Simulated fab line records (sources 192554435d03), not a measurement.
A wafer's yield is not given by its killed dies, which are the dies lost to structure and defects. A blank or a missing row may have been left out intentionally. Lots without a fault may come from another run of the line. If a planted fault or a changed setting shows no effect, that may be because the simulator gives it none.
fab line records	flow n5_finfet
record: lots: 7	wafers: 39
route steps=1938 shown FIN_SAQP@110 SD_EPI_N@278 GATE_CUT@510 BEOL_M0_SAQP@636 BEOL_M1@838 BEOL_M2@918 BEOL_M5@1160 BEOL_M6@1197 BEOL_M9@1446 BEOL_M12@1656 MIM_TOP@1835 PASSIVATION@1930
start_h: start of the lot's first displayed wafer, in hours after the record's first day	wait_h: hours elapsed since this lot's preceding step	" same as the row above	L1.1+2: a single row standing in for several wafers	- value missing, or start not given	* or withheld: withheld	< > ~ a bound
route shown NAME@n: a module of which the file shows steps, and the number in the route of the first	usual: the fault-free wafers' mean and standard deviation	same: alike in all rows	chamber/n: place in a boat	sites: each site's reading	_std_site: the standard deviation of these	_edge_site: the outer-site mean with the inner-site mean subtracted	radius_mm: for every site, how far away it sits from the centre of the wafer	mask NAME#n: copy n	behind: the tool/chamber that last shaped the wafer	hold: reason for holding the lot/hours on hold/outcome of the hold	device: transistor that didn't switch, given as n, p or np	end of line: the tests these same wafers got at the end of their route	step lacking rows: just its recipe	killed: dies lost to structure and defects at the first sort, not the wafer's yield	map: a wafer's dies, marking killed ones x, the rest . and places with no die _
set.NAME: the run value of the setting; set.NAME@STEP: its run value at that earlier step	model.NAME: the simulator's own value behind a step, which no gauge read
lots run with intentionally changed settings; tables by step, rows by wafer
== steps ==
step: N5_FIN_SAQP_DEVELOP_15
recipe: develop_time_s: 30	developer: TMAH	resist: CAR-ArF	dev_temp_c: 23	rinse_liquid: diw	dry: air_spin
step: N5_FIN_SAQP_SPACER2_ALD_28
recipe: material: SiO2	target_thk_a: 81	temp_c: 300	ald_precursor_family: BDEAS	ald_co_reactant: O2-plasma	pulse_time_s: 1	purge_time_s: 2	co_reactant_purge_time_s: 2	pressure_torr: 2
step: N5_SD_EPI_N_ETCH_45
recipe: chemistry: CH3F/O2	target: SiOCN	target_depth_a: 60	mask_material: SOC	ion_energy_ev: 60	bias_w: 29	pressure_mtorr: 15	source_w: 410	Ar_flow_sccm: 150	CH3F_flow_sccm: 30	O2_flow_sccm: 20
step: N5_GATE_CUT_ALD_22
recipe: material: SiNx	target_thk_a: 160	temp_c: 400	ald_precursor_family: SiH2I2	ald_co_reactant: N2/H2-plasma	pulse_time_s: 1	ald_cycles: 320	purge_time_s: 2	co_reactant_purge_time_s: 2	pressure_torr: 2
step: N5_BEOL_M0_SAQP_PECVD_96
recipe: material: a-Si	target_thk_a: 450	temp_c: 350	precursor: SiH4/He	pressure_torr: 3	rf_w: 100	time_s: 45.2
step: N5_BEOL_M1_DEP_57
recipe: material: SiCN	target_thk_a: 80	temp_c: withheld	precursor: 3MS/NH3	pressure_torr: 3	rf_w: 202	time_s: 14
step: N5_BEOL_M2_SPUTTER_94
recipe: material: Cu	target_thk_a: 45	temp_c: -20	chamber_pressure_pa: 0.07	power_w: withheld	time_s: 8.29
step: N5_BEOL_M5_TRENCH_ETCH_37
recipe: chemistry: C4F6/O2	target_depth_a: 716.52	target: SiCOH_lowk	time_s: 24.7	ion_energy_ev: 250	pressure_mtorr: 30	source_w: 345	bias_w: 185	Ar_flow_sccm: 300	C4F6_flow_sccm: 10	O2_flow_sccm: 10
step: N5_BEOL_M6_PECVD_70
recipe: material: SiO2	target_thk_a: 200	temp_c: 400	precursor: TEOS/O2	pressure_torr: 5.5	rf_w: 450	teos_flow_sccm: 53.8	gas: O2	flow_sccm: 3000	time_s: 22.7
step: N5_BEOL_M9_TRENCH_ETCH_37
recipe: chemistry: C4F6/O2	target_depth_a: 1514.3	target: SiCOH_lowk	time_s: 49	ion_energy_ev: 250	pressure_mtorr: 30	source_w: 345	bias_w: 185	Ar_flow_sccm: 300	C4F6_flow_sccm: 10	O2_flow_sccm: 10
step: N5_BEOL_M12_DEP_53
recipe: material: SiCN	target_thk_a: 300	temp_c: withheld	precursor: 3MS/NH3	pressure_torr: 3	rf_w: 675	time_s: 10.5
step: N5_MIM_TOP_ALD_01
recipe: material: HfO2	target_thk_a: 56	temp_c: withheld	ald_precursor_family: Hf-amide	ald_co_reactant: O3	pulse_time_s: 1	purge_time_s: 3	co_reactant_purge_time_s: 2	co_reactant_pulse_time_s: 3	ald_cycles: 62
step: N5_PASSIVATION_ETCH_54
recipe: chemistry: CHF3/O2	target: SiO2	target_depth_a: 8800	CHF3_flow_sccm: 50	O2_flow_sccm: 5	Ar_flow_sccm: 200	time_s: 440	mask_material: PR	pressure_mtorr: 30	source_w: 650	bias_w: 170	ion_energy_ev: 200
step: N5_PASSIVATION_PROBE_49
usual: killed_at_M4_up: 14/5.3
lot.wafer	tool	chamber	start_h	wait_h	set.develop_time_s@FIN_SAQP_DEVELOP_15	set.target_thk_a@FIN_SAQP_SPACER2_ALD_28	set.target_depth_a@SD_EPI_N_ETCH_45	set.ald_cycles@GATE_CUT_ALD_22	set.time_s@BEOL_M0_SAQP_PECVD_96	set.target_thk_a@BEOL_M1_DEP_57	set.time_s@BEOL_M2_SPUTTER_94	set.time_s@BEOL_M5_TRENCH_ETCH_37	set.time_s@BEOL_M6_PECVD_70	set.target_depth_a@BEOL_M9_TRENCH_ETCH_37	set.time_s@BEOL_M12_DEP_53	set.ald_cycles@MIM_TOP_ALD_01	set.target_depth_a@PASSIVATION_ETCH_54	killed_at_M4_up
L075.1	prober-02	-	277.55	0.0	30	81	60	479	45.2	48.68	8.29	13.91	22.7	1884	4.391	99	5717	34
L075.2	prober-02	-	277.60	0.1	30	81	42.29	320	45.2	80	8.29	13.91	22.7	1514.3	4.391	99	8800	289
L075.3	prober-02	-	277.65	0.1	30	105.7	42.29	479	45.2	80	8.29	24.7	22.7	1884	10.5	99	5717	6
L075.4	prober-02	-	277.70	0.2	30	81	60	320	37.25	48.68	8.29	24.7	22.7	1514.3	4.391	62	8800	13
L075.5	prober-02	-	277.75	0.2	30	105.7	42.29	320	37.25	48.68	8.29	13.91	22.7	1884	10.5	62	8800	159
L075.6	prober-02	-	277.80	0.3	30	105.7	60	479	37.25	80	8.29	24.7	22.7	1514.3	10.5	62	5717	7
L080.1	prober-01	-	310.89	0.0	30	81	60	320	45.2	80	8.29	24.7	22.7	1514.3	6.569	62	8800	11
L080.2	prober-01	-	310.94	0.1	37.15	81	60	320	45.2	121.1	8.29	24.7	22.7	1970	10.5	62	8800	20
L080.3	prober-01	-	310.99	0.1	37.15	81	60	320	45.2	121.1	8.29	24.7	22.7	1514.3	10.5	62	8800	10
L080.4	prober-01	-	311.04	0.2	37.15	38.59	60	320	45.2	80	8.29	24.7	22.7	1970	6.569	62	8800	16
L080.5	prober-01	-	311.09	0.2	30	38.59	60	320	45.2	121.1	8.29	24.7	22.7	1514.3	6.569	62	8800	19
L080.6	prober-01	-	311.14	0.3	30	38.59	60	320	45.2	80	8.29	24.7	22.7	1970	10.5	62	8800	24
L083.1	prober-02	-	317.43	0.0	40.42	81	60	459	34.92	67.68	11.18	24.7	31.86	1514.3	6.954	62	8800	13
L083.2	prober-02	-	317.48	0.1	40.42	95.85	40.79	320	34.92	80	8.29	24.7	31.86	1514.3	10.5	47	8800	13
L083.3	prober-02	-	317.53	0.1	30	81	40.79	459	45.2	67.68	8.29	29.69	31.86	943.1	10.5	47	8800	45
L083.4	prober-02	-	317.58	0.2	30	95.85	60	320	34.92	67.68	8.29	29.69	22.7	943.1	6.954	47	3709	7
L083.5	prober-02	-	317.63	0.2	30	81	60	320	45.2	80	11.18	29.69	22.7	1514.3	6.954	62	3709	9
L083.6	prober-02	-	317.68	0.3	40.42	95.85	40.79	459	45.2	80	11.18	24.7	22.7	943.1	10.5	62	3709	12
L084.3	prober-02	-	341.92	0.1	30	81	60	320	45.2	80	8.29	24.7	22.7	1514.3	10.5	62	8800	21
L084.5	prober-02	-	342.02	0.2	30	81	60	320	45.2	80	8.29	24.7	22.7	1514.3	10.5	62	8800	18
L084.6	prober-02	-	342.07	0.3	30	81	60	320	45.2	80	8.29	24.7	22.7	1514.3	10.5	62	8800	10
L093.1	prober-02	-	395.21	0.0	30	81	60	503	45.2	80	10.66	24.7	11.64	1514.3	12.41	31	4193	14
L093.2	prober-02	-	395.26	0.1	44	109.5	25.56	320	69.81	80	10.66	24.7	22.7	697.7	12.41	62	8800	1084
L093.3	prober-02	-	395.31	0.1	44	81	60	320	45.2	80	8.29	24.7	22.7	697.7	10.5	31	8800	653
L093.4	prober-02	-	395.36	0.2	30	109.5	25.56	320	45.2	59.82	8.29	24.7	11.64	1514.3	10.5	62	8800	22
L093.5	prober-02	-	395.41	0.2	30	81	25.56	503	69.81	59.82	10.66	24.7	11.64	697.7	10.5	62	4193	1068
L093.6	prober-02	-	395.46	0.3	44	109.5	60	503	69.81	59.82	8.29	24.7	22.7	1514.3	12.41	31	4193	20
L095.1	prober-01	-	403.41	0.0	30	56.63	60	320	45.2	80	8.29	24.7	22.7	1514.3	10.5	41	12520	13
L095.2	prober-01	-	403.46	0.1	15.61	56.63	60	320	45.2	119.7	8.29	18.49	22.7	689.6	10.5	62	12520	811
L095.3	prober-01	-	403.51	0.1	15.61	81	60	320	23.54	80	8.29	18.49	22.7	1514.3	14.41	62	8800	17
L095.4	prober-01	-	403.56	0.2	30	81	60	320	45.2	80	8.29	18.49	22.7	689.6	14.41	41	8800	1074
L095.5	prober-01	-	403.61	0.2	30	81	60	320	23.54	119.7	8.29	24.7	22.7	1514.3	14.41	41	12520	20
L095.6	prober-01	-	403.66	0.3	15.61	56.63	60	320	23.54	119.7	8.29	24.7	22.7	689.6	10.5	62	8800	1075
L096.1	prober-02	-	419.72	0.0	30	81	60	320	45.2	46.69	8.29	24.7	12.45	1514.3	4.709	78	10570	9
L096.2	prober-02	-	419.77	0.1	39.76	81	60	320	31.91	80	11.41	24.7	12.45	1855	10.5	78	10570	11
L096.3	prober-02	-	419.82	0.1	30	118.3	60	225	31.91	80	8.29	24.7	22.7	1514.3	10.5	78	8800	10
L096.4	prober-02	-	419.87	0.2	39.76	118.3	60	320	45.2	46.69	11.41	24.7	22.7	1514.3	10.5	62	8800	6
L096.5	prober-02	-	419.92	0.2	30	118.3	60	225	31.91	46.69	8.29	24.7	12.45	1855	4.709	62	8800	7
L096.6	prober-02	-	419.97	0.3	39.76	81	60	225	45.2	80	11.41	24.7	22.7	1855	4.709	62	10570	6
killed by level:class
L075.1 PASSIVATION:area_etch=1058 BEOL_M5:area_ecd=24 STI_FIN_REVEAL:geometric_particle:open=14 BEOL_M0_SAQP:geometric_particle:open=11 BEOL_M3:geometric_particle:open=8 BEOL_M0_SAQP:geometric_particle:short=7 BEOL_M2:geometric_particle:open=7 FIN_SAQP:geometric_particle:open=6
L075.2 BEOL_M5:area_ecd=286 MOL_CONTACT_COAG:geometric_particle:open=14 FIN_SAQP:geometric_particle:open=9 BEOL_M0_SAQP:geometric_particle:short=9 BEOL_M0_SAQP:geometric_particle:open=8 BEOL_M3:geometric_particle:open=7 DUMMY_GATE:geometric_particle:open=5 BEOL_M2:geometric_particle:open=5
L075.3 PASSIVATION:area_etch=1101 MOL_CONTACT_COAG:geometric_particle:open=9 STI_FIN_REVEAL:geometric_particle:open=7 BEOL_M0_SAQP:geometric_particle:short=7 FIN_SAQP:geometric_particle:open=6 BEOL_M2:geometric_particle:open=6 BEOL_M3:geometric_particle:open=6 BEOL_M0_SAQP:geometric_particle:open=5
L075.4 BEOL_M0_SAQP:geometric_particle:short=11 BEOL_M0_SAQP:geometric_particle:open=11 BEOL_M1:geometric_particle:open=10 MOL_CONTACT_COAG:geometric_particle:open=5 FIN_SAQP:geometric_particle:open=4 FIN_SAQP:geometric_particle:short=4 MOL_CONTACT_COAG:geometric_particle:short=3 BEOL_M2:geometric_particle:open=3
L075.5 BEOL_M5:area_ecd=146 BEOL_M0_SAQP:geometric_particle:short=14 DUMMY_GATE:geometric_particle:open=8 BEOL_M0_SAQP:geometric_particle:open=8 BEOL_M1:geometric_particle:open=6 BEOL_M4:geometric_particle:open=6 STI_FIN_REVEAL:geometric_particle:open=5 GATE_CUT:geometric_particle:short=4
L075.6 PASSIVATION:area_etch=1077 MOL_CONTACT_COAG:geometric_particle:open=9 BEOL_M1:geometric_particle:open=9 BEOL_M0_SAQP:geometric_particle:open=8 BEOL_M2:geometric_particle:open=8 MOL_CONTACT_COAG:geometric_particle:short=7 FIN_SAQP:geometric_particle:open=6 FIN_SAQP:geometric_particle:short=5
L080.1 BEOL_M0_SAQP:geometric_particle:short=15 BEOL_M0_SAQP:geometric_particle:open=12 MOL_CONTACT_COAG:geometric_particle:open=11 FIN_SAQP:geometric_particle:open=9 STI_FIN_REVEAL:geometric_particle:open=9 BEOL_M1:geometric_particle:open=9 STARTING-WAFER:geometric_particle:short=5 FIN_SAQP:geometric_particle:short=4
L080.2 FIN_SAQP:geometric_particle:open=15 BEOL_M0_SAQP:geometric_particle:short=8 BEOL_M1:geometric_particle:open=7 MOL_CONTACT_COAG:geometric_particle:open=6 BEOL_M4:geometric_particle:open=6 FIN_SAQP:geometric_particle:short=5 BEOL_M0_SAQP:geometric_particle:open=5 STI_FIN_REVEAL:geometric_particle:open=4
L080.3 BEOL_M0_SAQP:geometric_particle:open=16 BEOL_M0_SAQP:geometric_particle:short=12 STI_FIN_REVEAL:geometric_particle:open=9 BEOL_M1:geometric_particle:open=8 MOL_CONTACT_COAG:geometric_particle:open=7 BEOL_M3:geometric_particle:open=6 BEOL_M2:geometric_particle:open=5 FIN_SAQP:geometric_particle:short=4
L080.4 MOL_CONTACT_COAG:geometric_particle:open=12 STI_FIN_REVEAL:geometric_particle:open=7 BEOL_M0_SAQP:geometric_particle:short=7 BEOL_M0_SAQP:geometric_particle:open=7 BEOL_M4:geometric_particle:open=7 FIN_SAQP:geometric_particle:open=5 FIN_SAQP:geometric_particle:short=5 MOL_CONTACT_COAG:geometric_particle:short=5
L080.5 BEOL_M0_SAQP:geometric_particle:short=11 FIN_SAQP:geometric_particle:open=9 MOL_CONTACT_COAG:geometric_particle:open=9 BEOL_M2:geometric_particle:open=9 BEOL_M0_SAQP:geometric_particle:open=7 BEOL_M1:geometric_particle:open=7 BEOL_M4:geometric_particle:open=7 DUMMY_GATE:geometric_particle:open=5
L080.6 BEOL_M4:geometric_particle:open=14 STI_FIN_REVEAL:geometric_particle:open=11 FIN_SAQP:geometric_particle:open=7 MOL_CONTACT_COAG:geometric_particle:open=6 BEOL_M0_SAQP:geometric_particle:open=6 HKMG_FIN:area_etch=6 FIN_SAQP:geometric_particle:short=5 BEOL_M0_SAQP:geometric_particle:short=5
L083.1 STI_FIN_REVEAL:geometric_particle:open=11 MOL_CONTACT_COAG:geometric_particle:open=10 DUMMY_GATE:geometric_particle:open=10 BEOL_M3:geometric_particle:open=8 BEOL_M0_SAQP:geometric_particle:short=6 BEOL_M1:geometric_particle:open=6 FIN_SAQP:geometric_particle:open=5 BEOL_M2:geometric_particle:open=5
L083.2 MOL_CONTACT_COAG:geometric_particle:open=17 BEOL_M3:geometric_particle:open=12 BEOL_M2:geometric_particle:open=9 DUMMY_GATE:geometric_particle:open=7 BEOL_M0_SAQP:geometric_particle:short=6 BEOL_M0_SAQP:geometric_particle:open=6 BEOL_M5:geometric_particle:open=5 BEOL_M1:geometric_particle:short=5
L083.3 BEOL_M9:area_ecd=36 BEOL_M3:geometric_particle:open=14 BEOL_M2:geometric_particle:open=12 MOL_CONTACT_COAG:geometric_particle:open=10 BEOL_M1:geometric_particle:open=10 STI_FIN_REVEAL:geometric_particle:open=8 BEOL_M2:geometric_particle:short=8 DUMMY_GATE:geometric_particle:open=6
L083.4 PASSIVATION:area_etch=1101 BEOL_M1:geometric_particle:open=9 DUMMY_GATE:geometric_particle:open=7 GATE_CUT:geometric_particle:short=5 BEOL_M0_SAQP:geometric_particle:short=5 BEOL_M2:geometric_particle:open=5 BEOL_M3:geometric_particle:open=5 BEOL_M5:geometric_particle:open=5
L083.5 PASSIVATION:area_etch=1074 BEOL_M0_SAQP:geometric_particle:open=13 BEOL_M3:geometric_particle:open=13 STI_FIN_REVEAL:geometric_particle:open=11 MOL_CONTACT_COAG:geometric_particle:open=9 FIN_SAQP:geometric_particle:short=5 DUMMY_GATE:geometric_particle:short=5 BEOL_M1:geometric_particle:short=5
L083.6 PASSIVATION:area_etch=1097 BEOL_M2:geometric_particle:open=10 STI_FIN_REVEAL:geometric_particle:open=6 BEOL_M0_SAQP:geometric_particle:open=6 BEOL_M3:geometric_particle:open=6 GATE_CUT:geometric_particle:open=5 MOL_CONTACT_COAG:geometric_particle:open=5 STARTING-WAFER:geometric_particle:short=5
L084.3 MOL_CONTACT_COAG:geometric_particle:open=13 STI_FIN_REVEAL:geometric_particle:open=9 BEOL_M4:geometric_particle:open=9 BEOL_M3:geometric_particle:open=7 FIN_SAQP:geometric_particle:short=5 MOL_CONTACT_COAG:geometric_particle:short=5 BEOL_M1:geometric_particle:open=5 BEOL_M2:geometric_particle:short=5
L084.5 GATE_CUT:geometric_particle:open=11 MOL_CONTACT_COAG:geometric_particle:open=11 STI_FIN_REVEAL:geometric_particle:open=9 GATE_CUT:geometric_particle:short=9 FIN_SAQP:geometric_particle:short=6 BEOL_M1:geometric_particle:open=6 BEOL_M2:geometric_particle:open=4 BEOL_M4:geometric_particle:open=4
L084.6 GATE_CUT:geometric_particle:short=11 FIN_SAQP:geometric_particle:short=9 FIN_SAQP:geometric_particle:open=8 GATE_CUT:geometric_particle:open=8 STI_FIN_REVEAL:geometric_particle:open=5 MOL_CONTACT_COAG:geometric_particle:open=5 DUMMY_GATE:geometric_particle:open=4 BEOL_M0_SAQP:geometric_particle:short=4
L093.1 PASSIVATION:area_etch=1057 STI_FIN_REVEAL:geometric_particle:open=21 MOL_CONTACT_COAG:geometric_particle:open=19 BEOL_M0_SAQP:geometric_particle:open=11 BEOL_M2:geometric_particle:open=8 FIN_SAQP:geometric_particle:open=7 BEOL_M4:geometric_particle:open=7 BEOL_M3:geometric_particle:open=6
L093.2 BEOL_M9:area_etch=1072 MOL_CONTACT_COAG:geometric_particle:open=15 BEOL_M0_SAQP:geometric_particle:short=11 BEOL_M0_SAQP:geometric_particle:open=8 BEOL_M1:geometric_particle:open=7 BEOL_M2:geometric_particle:open=7 FIN_SAQP:geometric_particle:open=6 STI_FIN_REVEAL:geometric_particle:open=6
L093.3 BEOL_M9:area_ecd=632 STI_FIN_REVEAL:geometric_particle:open=20 MOL_CONTACT_COAG:geometric_particle:open=19 BEOL_M0_SAQP:geometric_particle:short=9 BEOL_M0_SAQP:geometric_particle:open=9 BEOL_M1:geometric_particle:open=9 BEOL_M4:geometric_particle:open=9 BEOL_M4:geometric_particle:short=9
L093.4 BEOL_M0_SAQP:geometric_particle:open=15 MOL_CONTACT_COAG:geometric_particle:open=13 BEOL_M4:geometric_particle:open=10 BEOL_M0_SAQP:geometric_particle:short=8 FIN_SAQP:geometric_particle:short=6 BEOL_M8:geometric_particle:open=6 STARTING-WAFER:geometric_particle:open=5 FIN_SAQP:geometric_particle:open=4
L093.5 BEOL_M9:area_etch=1054 BEOL_M0_SAQP:geometric_particle:short=15 STI_FIN_REVEAL:geometric_particle:open=11 MOL_CONTACT_COAG:geometric_particle:open=11 BEOL_M0_SAQP:geometric_particle:open=9 BEOL_M1:geometric_particle:open=9 ILD0:geometric_particle:short=7 BEOL_M4:geometric_particle:open=7
L093.6 PASSIVATION:area_etch=1064 MOL_CONTACT_COAG:geometric_particle:open=14 FIN_SAQP:geometric_particle:open=13 BEOL_M4:geometric_particle:open=11 BEOL_M0_SAQP:geometric_particle:open=8 BEOL_M2:geometric_particle:open=8 BEOL_M2:geometric_particle:short=6 BEOL_M0_SAQP:geometric_particle:short=6
L095.1 FIN_SAQP:geometric_particle:open=23 FIN_SAQP:geometric_particle:short=12 GATE_CUT:geometric_particle:short=9 BEOL_M0_SAQP:geometric_particle:open=7 BEOL_M1:geometric_particle:open=7 BEOL_M3:geometric_particle:short=6 BEOL_M4:geometric_particle:open=6 BEOL_M2:geometric_particle:open=5
L095.2 BEOL_M9:area_ecd=766 BEOL_M9:area_etch=24 FIN_SAQP:geometric_particle:open=21 BEOL_M4:geometric_particle:open=8 FIN_SAQP:geometric_particle:short=7 BEOL_M0_SAQP:geometric_particle:short=7 BEOL_M3:geometric_particle:open=7 MOL_CONTACT_COAG:geometric_particle:open=6
L095.3 MOL_CONTACT_COAG:geometric_particle:open=12 BEOL_M4:geometric_particle:open=9 BEOL_M1:geometric_particle:open=8 BEOL_M0_SAQP:geometric_particle:short=8 BEOL_M2:geometric_particle:open=7 BEOL_M0_SAQP:geometric_particle:open=6 BEOL_M3:geometric_particle:short=6 FIN_SAQP:geometric_particle:short=5
L095.4 BEOL_M9:area_etch=1064 BEOL_M0_SAQP:geometric_particle:open=16 FIN_SAQP:geometric_particle:open=12 BEOL_M1:geometric_particle:open=12 MOL_CONTACT_COAG:geometric_particle:open=11 BEOL_M3:geometric_particle:short=8 BEOL_M0_SAQP:geometric_particle:short=7 FIN_SAQP:geometric_particle:short=6
L095.5 FIN_SAQP:geometric_particle:open=26 FIN_SAQP:geometric_particle:short=12 BEOL_M4:geometric_particle:open=11 MOL_CONTACT_COAG:geometric_particle:open=10 STI_FIN_REVEAL:geometric_particle:open=7 BEOL_M3:geometric_particle:open=7 BEOL_M3:geometric_particle:short=7 BEOL_M2:geometric_particle:open=6
L095.6 BEOL_M9:area_etch=1064 FIN_SAQP:geometric_particle:open=23 FIN_SAQP:geometric_particle:short=14 BEOL_M3:geometric_particle:open=8 GATE_CUT:geometric_particle:short=7 STI_FIN_REVEAL:geometric_particle:open=6 GATE_CUT:geometric_particle:open=6 BEOL_M0:geometric_particle:open=6
L096.1 BEOL_M1:geometric_particle:open=16 STI_FIN_REVEAL:geometric_particle:open=10 MOL_CONTACT_COAG:geometric_particle:open=10 GATE_CUT:geometric_particle:short=8 BEOL_M3:geometric_particle:open=8 FIN_SAQP:geometric_particle:short=7 FIN_SAQP:geometric_particle:open=6 DUMMY_GATE:geometric_particle:open=6
L096.2 BEOL_M1:geometric_particle:open=16 STI_FIN_REVEAL:geometric_particle:open=10 GATE_CUT:geometric_particle:open=6 BEOL_M0_SAQP:geometric_particle:open=6 BEOL_M3:geometric_particle:open=6 FIN_SAQP:geometric_particle:short=5 GATE_CUT:geometric_particle:short=5 MOL_CONTACT_COAG:geometric_particle:open=4
L096.3 BEOL_M1:geometric_particle:open=15 GATE_CUT:geometric_particle:short=10 BEOL_M5:geometric_particle:open=9 MOL_CONTACT_COAG:geometric_particle:open=8 STARTING-WAFER:geometric_particle:open=6 STI_FIN_REVEAL:geometric_particle:open=5 FIN_SAQP:geometric_particle:short=4 STI_FIN_REVEAL:geometric_particle:short=4
L096.4 MOL_CONTACT_COAG:geometric_particle:open=14 FIN_SAQP:geometric_particle:short=12 BEOL_M1:geometric_particle:open=12 GATE_CUT:geometric_particle:short=9 FIN_SAQP:geometric_particle:open=7 BEOL_M3:geometric_particle:open=6 STI_FIN_REVEAL:geometric_particle:open=5 MOL_CONTACT_COAG:geometric_particle:short=5
L096.5 BEOL_M1:geometric_particle:open=11 STI_FIN_REVEAL:geometric_particle:open=9 DUMMY_GATE:geometric_particle:open=5 MOL_CONTACT_COAG:geometric_particle:open=5 HKMG_FIN:area_etch=5 GATE_CUT:geometric_particle:short=4 MOL_CONTACT_COAG:geometric_particle:short=4 BEOL_M2:geometric_particle:open=4
L096.6 FIN_SAQP:geometric_particle:open=7 BEOL_M1:geometric_particle:open=7 BEOL_M3:geometric_particle:open=5 GATE_CUT:geometric_particle:short=4 MOL_CONTACT_COAG:geometric_particle:open=4 STI_FIN_REVEAL:geometric_particle:open=3 STARTING-WAFER:geometric_particle:open=3 ILD0:geometric_particle:short=3
== key ==
split: step: N5_FIN_SAQP_DEVELOP_15	setting: develop_time_s	stated_as: 30
response none clear
split: step: N5_FIN_SAQP_SPACER2_ALD_28	setting: target_thk_a	stated_as: 81
response none clear
split: step: N5_SD_EPI_N_ETCH_45	setting: target_depth_a	stated_as: 60
response none clear
split: step: N5_GATE_CUT_ALD_22	setting: ald_cycles	stated_as: 320
response none clear
split: step: N5_BEOL_M0_SAQP_PECVD_96	setting: time_s	stated_as: 45.2
response none clear
split: step: N5_BEOL_M1_DEP_57	setting: target_thk_a	stated_as: 80
response none clear
split: step: N5_BEOL_M2_SPUTTER_94	setting: time_s	stated_as: 8.29
response none clear
split: step: N5_BEOL_M5_TRENCH_ETCH_37	setting: time_s	stated_as: 24.7
response none clear
split: step: N5_BEOL_M6_PECVD_70	setting: time_s	stated_as: 22.7
response none clear
split: step: N5_BEOL_M9_TRENCH_ETCH_37	setting: target_depth_a	stated_as: 1514.3
response: step: N5_PASSIVATION_PROBE_49	reading: killed_at_M4_up	slope: -10.1	per: 1%	together_with: all	explained: 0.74
split: step: N5_BEOL_M12_DEP_53	setting: time_s	stated_as: 10.5
response none clear
split: step: N5_MIM_TOP_ALD_01	setting: ald_cycles	stated_as: 62
response none clear
split: step: N5_PASSIVATION_ETCH_54	setting: target_depth_a	stated_as: 8800
response none clear
